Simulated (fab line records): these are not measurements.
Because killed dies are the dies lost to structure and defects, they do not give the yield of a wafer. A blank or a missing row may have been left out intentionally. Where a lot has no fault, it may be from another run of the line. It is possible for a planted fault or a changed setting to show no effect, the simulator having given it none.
Matching of chambers + flow n5_finfet + 4 sister chambers for N5_BEOL_M0_CUTY_DESCUM_61 on rie_diel-02
The step chemistry O2, time 7.9 s. 4 wafers are shown with their chamber, then 10 later ones without.

WAFERS, EACH WITH ITS CHAMBER
| wafer  | chamber | showerhead_plenum_p_Torr (Torr) |
|--------|---------|---------------------------------|
| L084.1 | 2       | 2.19                            |
| L084.2 | 3       | 2.01                            |
| L084.3 | 1       | 2.18                            |
| L084.5 | 0       | 1.99                            |

WAFERS WITHOUT THEIR CHAMBER
| wafer  | showerhead_plenum_p_Torr (Torr) |
|--------|---------------------------------|
| L084.6 | 2.18                            |
| L085.3 | 2.18                            |
| L085.4 | 2.19                            |
| L085.5 | 2.01                            |
| L092.1 | 2.01                            |
| L092.2 | 1.99                            |
| L092.5 | 1.99                            |
| L096.3 | 2.17                            |
| L096.4 | 2.19                            |
| L096.6 | 2.17                            |

WHICH CHAMBER EACH WENT THROUGH
| wafer  | from the rows above | in truth |
|--------|---------------------|----------|
| L084.6 | 1                   | 1        |
| L085.3 | 1                   | 1        |
| L085.4 | 2                   | 2        |
| L085.5 | 3                   | 3        |
| L092.1 | 3                   | 3        |
| L092.2 | 0                   | 0        |
| L092.5 | 0                   | 0        |
| L096.3 | 1                   | 1        |
| L096.4 | 2                   | 2        |
| L096.6 | 1                   | 1        |
Correct placement for 10 of the 10. Not placeable from these rows: 0. 0 placed wrongly.
How it was worked out, from the rows above alone: a wafer's distance from a chamber is the root of the sum, over the readings, of the square of ((its reading less the chamber's mean) divided by the reading's scatter). If the next closest chamber is less than 2 further off than the closest, the wafer can't be placed; otherwise it belongs to the closest. For every chamber, the mean is computed from those of its wafers that are shown. The scatter: root of mean squared gap, hidden wafer to nearest shown wafer, with one shown wafer a chamber.
